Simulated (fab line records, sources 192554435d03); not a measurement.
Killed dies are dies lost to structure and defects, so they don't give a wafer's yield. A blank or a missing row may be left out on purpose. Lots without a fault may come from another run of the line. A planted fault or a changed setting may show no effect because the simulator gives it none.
Which tool did it? | flow n5_finfet | 12 lots, 36 wafers sampled, at 2 steps of a route of 1938

WHAT THE GAUGES READ, wafer by wafer
N5_BEOL_M15_CD_MEAS_10: target cd 360 nm.
lot  | measured     | on        | cd_nm (nm)
L076 | day 11 13:54 | cd_sem-02 | 360.7 360.9 360.7
L077 | day 12 05:23 | cd_sem-03 | 356.7 359.1 358.5
L080 | day 12 18:08 | cd_sem-03 | 359.4 359.3 359.1
L081 | day 13 20:30 | cd_sem-01 | 360.7 362.1 360.4
L083 | day 14 05:51 | cd_sem-02 | 361.5 361.9 360.5
L087 | day 15 09:26 | cd_sem-03 | 359.7 358.5 359.4
L085 | day 15 12:28 | cd_sem-02 | 359.9 358.7 361.3
L089 | day 15 13:13 | cd_sem-01 | 358.7 360.0 358.7
L091 | day 16 07:02 | cd_sem-03 | 357.8 358.3 359.7
L094 | day 16 12:31 | cd_sem-03 | 359.9 360.6 360.3
L095 | day 16 21:06 | cd_sem-01 | 362.6 362.0 362.5
L097 | day 18 06:55 | cd_sem-02 | 360.3 358.5 358.5

WHICH TOOL RAN EACH LOT (tool, then ch and the chambers of the sampled wafers, then the start)
lot  | N5_BEOL_M15_ILD_DEP_00
L076 | pecvd-02 ch 0, day 11 13:07
L077 | pecvd-02 ch 0, day 12 04:36
L080 | pecvd-02 ch 1,2, day 12 17:28
L081 | pecvd-01 ch 0,1, day 13 19:49
L083 | pecvd-04 ch 0,1,2, day 14 05:17
L087 | pecvd-01 ch 0,1,2, day 15 08:53
L085 | pecvd-02 ch 0,1,2, day 15 11:47
L089 | pecvd-01 ch 0,2, day 15 12:32
L091 | pecvd-04 ch 0,1,2, day 16 06:21
L094 | pecvd-04 ch 0,2, day 16 11:51
L095 | pecvd-01 ch 0,1, day 16 20:33
L097 | pecvd-04 ch 0,1, day 18 06:07
- N5_BEOL_M15_ILD_DEP_00: deposits SiO2 from TEOS/O2, target thk 1629.3 nm, time 346.1 s.

THE ANSWER, worked out from the rows above alone
Rule: what is usual is taken from the lots themselves. Put in order of their means at a reading, lots are off if they are a third of the lots or fewer, leave a main group of 4 or more, and stand apart from it by a gap of 3 or more times the standard deviation of the main group's means; of several such gaps the widest counts. A main group whose means are all the same, to the digits that the tables above print for the reading, isn't used. A lot without any number at a reading at which 4 lots or more have one is off too. The other lots that the step has rows for count as sound.
No lot is off at any reading shown: from this, nothing can be told.

WHAT THE SIMULATOR HAD PUT IN
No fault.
